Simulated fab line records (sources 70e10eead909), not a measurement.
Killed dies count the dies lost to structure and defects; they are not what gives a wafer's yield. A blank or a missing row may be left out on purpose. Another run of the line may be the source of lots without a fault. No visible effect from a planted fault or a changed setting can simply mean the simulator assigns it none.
Matching of chambers | flow nand-harc | 4 sister chambers for NHARC_P_M1_DESCUM_14 on rie-diel-11
The step chemistry O2, time 3 s. 24 wafers are shown with their chamber, then 12 later ones without.

## EACH WAFER AND ITS CHAMBER
wafer  | chamber | drypump-motor-current-A (A) | oes-product-au (a.u.) | rf-vpp-V (V)
L078.2 | 0       | 5.7                         | 1.003                 | 57.6
L078.3 | 1       | 5.7                         | 1.005                 | 56.8
L078.5 | 3       | 5.3                         | 1.009                 | 57.0
L079.2 | 1       | 5.7                         | 0.985                 | 56.7
L079.3 | 2       | 6.5                         | 1.002                 | 58.4
L079.5 | 3       | 5.2                         | 1.002                 | 58.0
L080.1 | 2       | 6.6                         | 0.994                 | 57.5
L080.2 | 3       | 5.3                         | 1.002                 | 58.4
L080.5 | 1       | 5.7                         | 0.996                 | 57.7
L083.2 | 1       | 5.7                         | 1.000                 | 58.4
L083.3 | 0       | 5.7                         | 1.002                 | 58.0
L083.6 | 2       | 6.5                         | 0.999                 | 56.8
L084.1 | 0       | 5.7                         | 1.002                 | 57.2
L084.4 | 1       | 5.7                         | 0.994                 | 57.4
L084.5 | 3       | 5.3                         | 1.005                 | 58.2
L086.2 | 2       | 6.5                         | 0.996                 | 58.1
L086.4 | 1       | 5.6                         | 0.996                 | 56.7
L086.5 | 3       | 5.2                         | 1.010                 | 59.3
L087.2 | 3       | 5.3                         | 1.000                 | 58.1
L087.3 | 2       | 6.6                         | 1.007                 | 57.2
L087.4 | 0       | 5.7                         | 0.992                 | 59.7
L089.1 | 0       | 5.7                         | 0.997                 | 57.2
L089.3 | 3       | 5.3                         | 0.999                 | 60.4
L089.4 | 1       | 5.7                         | 1.006                 | 58.6

SIGNATURES, as means of the wafers listed above
reading                 | chamber 0 | chamber 1 | chamber 2 | chamber 3 | scatter within a chamber
drypump-motor-current-A | 5.700     | 5.686     | 6.540     | 5.271     | 0.0417
oes-product-au          | 0.99920   | 0.99743   | 0.99960   | 1.00386   | 0.00553
rf-vpp-V                | 57.940    | 57.471    | 57.600    | 58.486    | 0.918
Rule: a wafer's distance from a chamber is the root of the sum, over the readings, of the square of ((its reading less the chamber's mean) divided by the reading's scatter). If the next closest chamber is less than 2 further off than the closest, the wafer can't be placed; otherwise it belongs to the closest. The scatter is the square root of a quotient: the sum, over the shown wafers, of each reading's squared deviation from its chamber's mean, divided by wafers minus chambers.

## WAFERS MISSING THEIR CHAMBER
wafer  | drypump-motor-current-A (A) | oes-product-au (a.u.) | rf-vpp-V (V)
L090.4 | 5.7                         | 0.992                 | 57.8
L090.5 | 5.3                         | 0.995                 | 60.1
L090.6 | 5.7                         | 1.001                 | 56.6
L094.2 | 5.7                         | 1.004                 | 57.6
L094.5 | 5.3                         | 0.997                 | 56.4
L094.6 | 6.5                         | 1.012                 | 57.2
L095.1 | 5.3                         | 1.008                 | 58.1
L095.4 | 5.7                         | 0.999                 | 58.6
L095.5 | 5.7                         | 1.009                 | 57.1
L093.1 | 6.6                         | 0.991                 | 57.6
L093.5 | 5.7                         | 1.003                 | 56.8
L093.6 | 5.6                         | 0.989                 | 58.8

## THE CHAMBER EACH PASSED THROUGH
wafer  | from the rows above     | in truth
L090.4 | can't be placed: 1 or 0 | 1
L090.5 | 3                       | 3
L090.6 | can't be placed: 1 or 0 | 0
L094.2 | can't be placed: 0 or 1 | 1
L094.5 | 3                       | 3
L094.6 | 2                       | 2
L095.1 | 3                       | 3
L095.4 | can't be placed: 0 or 1 | 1
L095.5 | can't be placed: 0 or 1 | 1
L093.1 | 2                       | 2
L093.5 | can't be placed: 1 or 0 | 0
L093.6 | can't be placed: 1 or 0 | 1
5 of 12 placed correctly. From these rows, 7 cannot be placed; in 7 the true chamber is one of the candidates. Wrongly placed: 0.
